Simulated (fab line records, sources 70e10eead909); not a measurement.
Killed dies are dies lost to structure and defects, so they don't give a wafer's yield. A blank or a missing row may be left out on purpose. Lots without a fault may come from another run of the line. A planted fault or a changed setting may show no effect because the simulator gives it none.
Which tool did it? | flow nand_harc | 12 lots, 36 wafers sampled, at 1 step of a route of 1302

WHAT THE GAUGES READ, wafer by wafer
NHARC_A_DECK1_JOINT_INSPECT_05.
lot  | measured     | on                | raw_defect_count
L403 | day 12 22:08 | defect_inspect-01 | 227 159 212
L404 | day 12 22:17 | defect_inspect-01 | 433 356 271
L405 | day 13 17:31 | defect_inspect-02 | 333 238 739
L406 | day 13 22:10 | defect_inspect-01 | 188 285 408
L407 | day 14 14:57 | defect_inspect-02 | 335 218 177
L414 | day 17 03:28 | defect_inspect-02 | 582 744 368
L415 | day 18 04:09 | defect_inspect-02 | 303 376 247
L418 | day 18 21:53 | defect_inspect-01 | 395 362 461
L420 | day 19 22:46 | defect_inspect-02 | 235 291 402
L424 | day 21 10:50 | defect_inspect-02 | 350 413 213
L423 | day 21 20:34 | defect_inspect-01 | 312 261 327
L425 | day 22 09:20 | defect_inspect-01 | 216 183 337

WHICH TOOL RAN EACH LOT (tool, then ch and the chambers of the sampled wafers, then the start)
The record holds no process step before these readings.

WHAT THE TOOLS THEMSELVES READ (means of the sampled wafers that have a number; where no wafer has one, the mark that the record gives instead)
The record holds no such reading with a usual standard deviation.

THE ANSWER, worked out from the rows above alone
Rule: what is usual is taken from the lots themselves. Put in order of their means at a reading, lots are off if they are a third of the lots or fewer, leave a main group of 4 or more, and stand apart from it by a gap of 3 or more times the standard deviation of the main group's means; of several such gaps the widest counts. A main group whose means are all the same, to the digits that the tables above print for the reading, isn't used. A lot without any number at a reading at which 4 lots or more have one is off too. The other lots that the step has rows for count as sound. The gauges are gone through in route order, then the tools' own readings, and for those a lot's mean is taken as printed above. The first step at which some lot is off is used, and at that step the reading that is off furthest; a lot without a number counts as furthest.
No lot is off at any reading shown: from this, nothing can be told.

WHAT THE SIMULATOR HAD PUT IN
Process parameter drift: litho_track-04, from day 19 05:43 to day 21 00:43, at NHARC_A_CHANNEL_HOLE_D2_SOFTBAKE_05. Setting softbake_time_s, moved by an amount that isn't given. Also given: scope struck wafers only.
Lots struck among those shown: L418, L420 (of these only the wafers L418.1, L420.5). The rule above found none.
